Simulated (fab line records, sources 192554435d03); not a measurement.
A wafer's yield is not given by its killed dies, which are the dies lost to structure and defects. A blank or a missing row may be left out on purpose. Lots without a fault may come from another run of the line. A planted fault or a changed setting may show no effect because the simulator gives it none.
The same fault as seen by 3 desks / flow n5Finfet / what lay behind the numbers comes last; until then each desk has only its own

FROM THE METROLOGY DESK
What the gauges read, lot by lot, whatever tool the lot ran on: means of the sampled wafers that have a number. The brackets show how far a lot's mean lies from the usual mean; more than 4 standard deviations puts the lot out of limits, marked OUT. Only the readings that lie furthest out on some lot appear, 7 of the 12 it has.
Columns: A = DIBL_P at N5_BEOL_M4_RC_MEAS_101, usual 37.0 mV/V; B = IOFF_N at N5_BEOL_M4_RC_MEAS_101, usual 0.17 nA/um; C = IOFF_P at N5_BEOL_M4_RC_MEAS_101, usual 0.22 nA/um; D = ION_N at N5_BEOL_M4_RC_MEAS_101, usual 673 uA/um; E = ION_P at N5_BEOL_M4_RC_MEAS_101, usual 462 uA/um; F = VT_N at N5_BEOL_M4_RC_MEAS_101, usual 250 mV; G = VT_P at N5_BEOL_M4_RC_MEAS_101, usual -250 mV
lot=L918; first seen here=day 7 20:07; A=36.1; B=0.16; C=0.20; D=667; E=456; F=251; G=-251
lot=L925; first seen here=day 9 16:41; A=36.8; B=0.13; C=0.21; D=662; E=460; F=252; G=-251
lot=L926; first seen here=day 9 20:59; A=37.8; B=0.17; C=0.21; D=675; E=458; F=250; G=-253
lot=L929; first seen here=day 10 07:24; A=41.5; B=0.26; C=0.33; D=694; E=477; F=241; G=-242
lot=L930; first seen here=day 10 17:38; A=34.1; B=0.17; C=0.20; D=677; E=463; F=248; G=-249
lot=L935; first seen here=day 12 01:11; A=34.8; B=0.14; C=0.19; D=675; E=458; F=251; G=-252
Finding of this desk: none of the 6 lots has anything out of limits.

THE DEFECT DESK
Per lot, the means of the sampled wafers with a number show what the inspections along the route counted. The brackets show how far a lot's mean lies from the usual mean; more than 4 standard deviations puts the lot out of limits, marked OUT.
Columns: A = rawDefectCount at N5_BEOL_M1_INSPECT_30, usual 446
lot=L918; first seen here=day 7 20:13; A=429
lot=L925; first seen here=day 9 16:46; A=439
lot=L926; first seen here=day 9 21:04; A=458
lot=L929; first seen here=day 10 07:29; A=334
lot=L930; first seen here=day 10 17:44; A=489
lot=L935; first seen here=day 12 01:17; A=358
Finding of this desk: none of the 6 lots has anything out of limits.

THE TOOL OWNER'S DESK: rieDiel-05
The tool's own readings at N5_BEOL_M1_VIA_ETCH_34 (etches the open film in C4F6/O2, target depth 67.8 nm, time 64.4 s): means of the sampled wafers that have a number, for each lot that ran on this tool. The brackets show how far a lot's mean lies from the usual mean; more than 4 standard deviations puts the lot out of limits, marked OUT.
Columns: A = biasW at N5_BEOL_M1_VIA_ETCH_34, usual 170.0 W; B = drypumpMotorCurrentA at N5_BEOL_M1_VIA_ETCH_34, usual 5.7 A; C = oesProductAu at N5_BEOL_M1_VIA_ETCH_34, usual 0.78 a.u.; D = rfVppV at N5_BEOL_M1_VIA_ETCH_34, usual 665 V; E = showerheadPlenumPTorr at N5_BEOL_M1_VIA_ETCH_34, usual 2.84 Torr; F = throttleValvePct at N5_BEOL_M1_VIA_ETCH_34, usual 30.65 %
lot=L925; first seen here=day 10 02:02; A=170.1; B=5.6; C=0.81; D=663; E=2.83; F=30.76
lot=L929; first seen here=day 10 08:10; A=177.5 (+16) OUT; B=5.7; C=0.82; D=685; E=2.83; F=30.75
lot=L930; first seen here=day 10 19:43; A=176.7 (+14) OUT; B=6.1; C=0.78; D=690; E=2.81; F=30.67
Finding of this desk: L929, L930 out of limits; the first was L929 at day 10 08:10, on biasW at N5_BEOL_M1_VIA_ETCH_34. L925: within limits.

TAKEN TOGETHER
The tool owner's desk could have raised an alarm at day 10 08:10, on L929, L930.
Metrology desk: nothing out of limits seen.
Nothing the defect desk looked at was out of limits.
The metrology desk has L929, L930 on record, within its limits.
The defect desk has L929, L930 on record, within its limits.
N5_BEOL_M1_VIA_ETCH_34 was run on rieDiel-05 by each of the lots named.

WHAT THE SIMULATOR PUT IN
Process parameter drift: rieDiel-05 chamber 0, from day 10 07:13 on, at N5_BEOL_M1_VIA_ETCH_34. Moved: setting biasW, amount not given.
Shown lots that were struck: L929, L930.
Delay in hours, fault start to first out-of-limits reading, by desk: the tool owner's desk at 1.
